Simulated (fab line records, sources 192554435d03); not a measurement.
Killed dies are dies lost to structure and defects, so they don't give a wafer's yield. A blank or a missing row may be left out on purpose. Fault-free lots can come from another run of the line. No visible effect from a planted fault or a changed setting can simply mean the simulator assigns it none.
Matching of chambers || flow n5Finfet || N5_DUMMY_GATE_CMP_04 on cmp-04 has 4 sister chambers
The step polishes a-Si. 8 wafers are shown with their chamber, then 10 later ones without.

== EACH WAFER AND ITS CHAMBER ==
{"wafer": "L085.2", "chamber": 1, "motorCurrentA (A)": 11.8, "timeToEndpointS (s)": 11.9}
{"wafer": "L089.1", "chamber": 0, "motorCurrentA (A)": 9.3, "timeToEndpointS (s)": 11.4}
{"wafer": "L089.3", "chamber": 1, "motorCurrentA (A)": 11.7, "timeToEndpointS (s)": 12.9}
{"wafer": "L089.2", "chamber": 3, "motorCurrentA (A)": 10.5, "timeToEndpointS (s)": 11.4}
{"wafer": "L089.5", "chamber": 3, "motorCurrentA (A)": 10.0, "timeToEndpointS (s)": 12.1}
{"wafer": "L089.6", "chamber": 2, "motorCurrentA (A)": 9.7, "timeToEndpointS (s)": 11.9}
{"wafer": "L090.1", "chamber": 2, "motorCurrentA (A)": 9.0, "timeToEndpointS (s)": 12.1}
{"wafer": "L090.2", "chamber": 0, "motorCurrentA (A)": 9.3, "timeToEndpointS (s)": 16.0}

== WAFERS WHOSE CHAMBER IS MISSING ==
{"wafer": "L090.3", "motorCurrentA (A)": 12.2, "timeToEndpointS (s)": 12.6}
{"wafer": "L091.1", "motorCurrentA (A)": 9.0, "timeToEndpointS (s)": 16.3}
{"wafer": "L091.2", "motorCurrentA (A)": 11.5, "timeToEndpointS (s)": 14.4}
{"wafer": "L091.5", "motorCurrentA (A)": 9.4, "timeToEndpointS (s)": 15.7}
{"wafer": "L092.1", "motorCurrentA (A)": 9.5, "timeToEndpointS (s)": 12.0}
{"wafer": "L092.4", "motorCurrentA (A)": 12.3, "timeToEndpointS (s)": 14.0}
{"wafer": "L092.5", "motorCurrentA (A)": 9.7, "timeToEndpointS (s)": 11.7}
{"wafer": "L094.2", "motorCurrentA (A)": 8.9, "timeToEndpointS (s)": 13.4}
{"wafer": "L094.3", "motorCurrentA (A)": 12.7, "timeToEndpointS (s)": 13.7}
{"wafer": "L094.5", "motorCurrentA (A)": 10.3, "timeToEndpointS (s)": 13.6}

== THE CHAMBER EACH PASSED THROUGH ==
{"wafer": "L090.3", "from the rows above": 1, "in truth": 1}
{"wafer": "L091.1", "from the rows above": "can't be placed: 0 or 2", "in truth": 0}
{"wafer": "L091.2", "from the rows above": 1, "in truth": 1}
{"wafer": "L091.5", "from the rows above": "can't be placed: 0 or 2", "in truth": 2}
{"wafer": "L092.1", "from the rows above": "can't be placed: 2 or 0 or 3", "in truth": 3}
{"wafer": "L092.4", "from the rows above": 1, "in truth": 1}
{"wafer": "L092.5", "from the rows above": "can't be placed: 2 or 0 or 3", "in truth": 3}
{"wafer": "L094.2", "from the rows above": "can't be placed: 0 or 2", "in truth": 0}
{"wafer": "L094.3", "from the rows above": 1, "in truth": 1}
{"wafer": "L094.5", "from the rows above": 3, "in truth": 3}
Correctly placed: 5 of 10. Unplaceable from these rows: 5, with the true chamber sitting among the candidates in 5. Wrongly placed: 0.
How it was worked out, from the rows above alone: a wafer's distance from a chamber is the root of the sum, over the readings, of the square of ((its reading less the chamber's mean) divided by the reading's scatter). If the next closest chamber is less than 2 further off than the closest, the wafer can't be placed; otherwise it belongs to the closest. A chamber's mean is the mean of its shown wafers. How the scatter is found: for the shown wafers, subtract from each reading the mean of its chamber, square and add these, divide the total by (wafers less chambers), then take the root.
